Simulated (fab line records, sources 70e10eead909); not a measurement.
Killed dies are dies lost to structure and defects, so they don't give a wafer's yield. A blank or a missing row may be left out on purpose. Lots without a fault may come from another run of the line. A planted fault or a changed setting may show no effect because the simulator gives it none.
Which tool did it? | flow nand_harc | 24 lots, 72 wafers sampled, at 1 step of a route of 1302

WHAT THE GAUGES READ, wafer by wafer
NHARC_A_ONON_D2_THK_MEAS_27: measures by ellipsometry. Usual: thk_nm 998 nm, standard deviation 9.4.
lot  | measured     | on            | thk_nm (nm)    | flag
L075 | day 13 07:15 | film_metro-01 | 1002 1001 1002 |
L074 | day 13 07:16 | film_metro-02 | 981 981 982    |
L076 | day 13 15:18 | film_metro-01 | 997 997 999    |
L077 | day 14 04:42 | film_metro-02 | 995 998 998    |
L078 | day 14 17:54 | film_metro-01 | 1012 1010 1010 |
L079 | day 14 17:56 | film_metro-02 | 1018 1016 1017 |
L082 | day 16 01:23 | film_metro-01 | 987 987 989    |
L080 | day 16 01:25 | film_metro-02 | 1004 1004 1004 |
L081 | day 16 07:20 | film_metro-02 | 1013 1013 1012 |
L083 | day 17 06:28 | film_metro-01 | 984 983 984    |
L085 | day 17 14:02 | film_metro-01 | 990 988 987    |
L084 | day 17 14:02 | film_metro-02 | 995 992 994    |
L086 | day 18 14:23 | film_metro-01 | 1012 1014 1012 |
L088 | day 19 04:58 | film_metro-02 | 984 981 981    |
L087 | day 19 04:58 | film_metro-01 | 999 999 998    |
L089 | day 19 16:32 | film_metro-01 | 995 996 996    |
L091 | day 19 16:37 | film_metro-02 | 1007 1004 1003 |
L090 | day 19 16:50 | film_metro-02 | 1004 1006 1005 |
L092 | day 20 05:31 | film_metro-01 | 999 1002 1002  |
L094 | day 21 07:50 | film_metro-02 | 995 997 995    |
L093 | day 21 07:50 | film_metro-01 | 994 993 995    |
L095 | day 21 07:50 | film_metro-02 | 993 994 994    |
L096 | day 22 03:22 | film_metro-02 | 1005 1004 1002 |
L097 | day 22 16:24 | film_metro-01 | 991 991 991    |

WHICH TOOL RAN EACH LOT (tool, then ch and the chambers of the sampled wafers, then the start)
The record holds no process step before these readings.

WHAT THE TOOLS THEMSELVES READ (means of the sampled wafers that have a number; where no wafer has one, the mark that the record gives instead)
The record holds no such reading with a usual standard deviation.

THE ANSWER, worked out from the rows above alone
Rule: a lot is off if the mean of its wafers that have a number lies more than 3 standard deviations from the usual mean. A lot without any number at a reading at which 4 lots or more have one is off too. The other lots that the step has rows for count as sound. The gauges are gone through in route order, then the tools' own readings, and for those a lot's mean is taken as printed above. The first step at which some lot is off is used, and at that step the reading that is off furthest; a lot without a number counts as furthest.
No lot is off at any reading shown: from this, nothing can be told.

WHAT THE SIMULATOR HAD PUT IN
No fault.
